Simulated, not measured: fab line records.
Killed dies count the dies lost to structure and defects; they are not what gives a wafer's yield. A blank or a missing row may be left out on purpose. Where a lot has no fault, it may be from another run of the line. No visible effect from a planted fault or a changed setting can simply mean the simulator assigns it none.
The tool behind it: which one? || flow n5Finfet || 12 lots, 36 wafers sampled, at 1 step of a route of 1938

WHAT THE GAUGES READ, wafer by wafer
N5_BEOL_M10_THK_MEAS_01.
{"lot": "L075", "measured": "day 10 12:27", "on": "filmMetro-01", "M10_ILD_THK (nm)": "261 265 268"}
{"lot": "L076", "measured": "day 10 19:52", "on": "filmMetro-02", "M10_ILD_THK (nm)": "269 267 273"}
{"lot": "L078", "measured": "day 12 02:04", "on": "filmMetro-01", "M10_ILD_THK (nm)": "264 269 264"}
{"lot": "L080", "measured": "day 12 11:32", "on": "filmMetro-01", "M10_ILD_THK (nm)": "260 261 269"}
{"lot": "L085", "measured": "day 12 20:25", "on": "filmMetro-02", "M10_ILD_THK (nm)": "262 266 271"}
{"lot": "L087", "measured": "day 13 05:32", "on": "filmMetro-02", "M10_ILD_THK (nm)": "265 266 269"}
{"lot": "L084", "measured": "day 13 08:37", "on": "filmMetro-01", "M10_ILD_THK (nm)": "258 266 262"}
{"lot": "L089", "measured": "day 13 21:53", "on": "filmMetro-02", "M10_ILD_THK (nm)": "267 271 271"}
{"lot": "L092", "measured": "day 14 23:13", "on": "filmMetro-02", "M10_ILD_THK (nm)": "258 265 265"}
{"lot": "L093", "measured": "day 15 08:16", "on": "filmMetro-01", "M10_ILD_THK (nm)": "262 264 264"}
{"lot": "L097", "measured": "day 16 02:33", "on": "filmMetro-01", "M10_ILD_THK (nm)": "265 276 274"}
{"lot": "L095", "measured": "day 16 07:28", "on": "filmMetro-02", "M10_ILD_THK (nm)": "267 268 269"}

WHICH TOOL RAN EACH LOT (tool, then ch and the chambers of the sampled wafers, then the start)
No process step before these readings appears in the record.

THE ANSWER, worked out from the rows above alone
Rule: what is usual is taken from the lots themselves. Put in order of their means at a reading, lots are off if they are a third of the lots or fewer, leave a main group of 4 or more, and stand apart from it by a gap of 3 or more times the standard deviation of the main group's means; of several such gaps the widest counts. The tables above print the reading to a certain number of digits; a main group whose means all agree to those digits is not used. Also off: a lot with no number at a reading for which 4 or more lots have one. Any other lot the step has rows for is counted as sound.
Across all readings shown, no lot is off: no conclusion can be drawn from this.

WHAT HAD BEEN PUT IN BY THE SIMULATOR
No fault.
